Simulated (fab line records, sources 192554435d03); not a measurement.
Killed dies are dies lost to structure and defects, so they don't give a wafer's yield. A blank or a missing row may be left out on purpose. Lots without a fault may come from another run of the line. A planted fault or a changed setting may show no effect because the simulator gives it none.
Chamber matching | flow n5_finfet | N5_BEOL_M4_ETCH_70 on rie_diel-01: 4 sister chambers
The step etches SOC in N2/H2, target depth 80 nm, overetch 24 nm, time 130 s. 14 wafers are shown with their chamber, then 7 later ones without.

WAFERS WITH THEIR CHAMBER
wafer  | chamber | throttle_valve_pct (%) | drypump_motor_current_A (A) | showerhead_plenum_p_Torr (Torr)
L951.1 | 3       | 17.2                   | 6.0                         | 2.46
L951.3 | 1       | 17.8                   | 5.8                         | 2.48
L951.4 | 1       | 17.8                   | 5.8                         | 2.48
L952.1 | 3       | 17.2                   | 6.0                         | 2.45
L952.4 | 3       | 17.2                   | 6.0                         | 2.45
L952.6 | 2       | 18.3                   | 6.6                         | 2.43
L960.1 | 2       | 18.3                   | 6.5                         | 2.42
L960.2 | 0       | 18.1                   | 6.4                         | 2.60
L960.5 | 3       | 17.3                   | 6.0                         | 2.45
L959.1 | 3       | 17.2                   | 6.0                         | 2.44
L959.5 | 1       | 17.8                   | 5.8                         | 2.47
L959.6 | 2       | 18.3                   | 6.5                         | 2.42
L961.1 | 0       | 18.1                   | 6.4                         | 2.60
L961.3 | 3       | 17.3                   | 6.0                         | 2.44

SIGNATURES (means of the wafers above)
reading                  | chamber 0 | chamber 1 | chamber 2 | chamber 3 | scatter within a chamber
throttle_valve_pct       | 18.100    | 17.800    | 18.300    | 17.233    | 0.0365
drypump_motor_current_A  | 6.400     | 5.800     | 6.533     | 6.000     | 0.0258
showerhead_plenum_p_Torr | 2.6000    | 2.4767    | 2.4233    | 2.4483    | 0.00645
Rule: a wafer's distance from a chamber is the root of the sum, over the readings, of the square of ((its reading less the chamber's mean) divided by the reading's scatter). The wafer belongs to the nearest chamber; if the next one is less than 2 further off, it can't be placed. The scatter: the root of (the sum of the squares of (reading less its chamber's mean) over the shown wafers, divided by (wafers less chambers)).

WAFERS WITHOUT THEIR CHAMBER
wafer  | throttle_valve_pct (%) | drypump_motor_current_A (A) | showerhead_plenum_p_Torr (Torr)
L961.6 | 17.3                   | 6.0                         | 2.44
L965.1 | 18.1                   | 6.4                         | 2.59
L965.2 | 17.8                   | 5.7                         | 2.47
L965.6 | 18.4                   | 6.6                         | 2.42
L966.1 | 18.1                   | 6.4                         | 2.59
L966.4 | 18.4                   | 6.5                         | 2.42
L966.6 | 17.8                   | 5.7                         | 2.47

WHICH CHAMBER EACH WENT THROUGH
wafer  | from the rows above | in truth
L961.6 | 3                   | 3
L965.1 | 0                   | 0
L965.2 | 1                   | 1
L965.6 | 2                   | 2
L966.1 | 0                   | 0
L966.4 | 2                   | 2
L966.6 | 1                   | 1
Placed correctly: 7 of 7. Can't be placed from these rows: 0. Placed wrongly: 0.
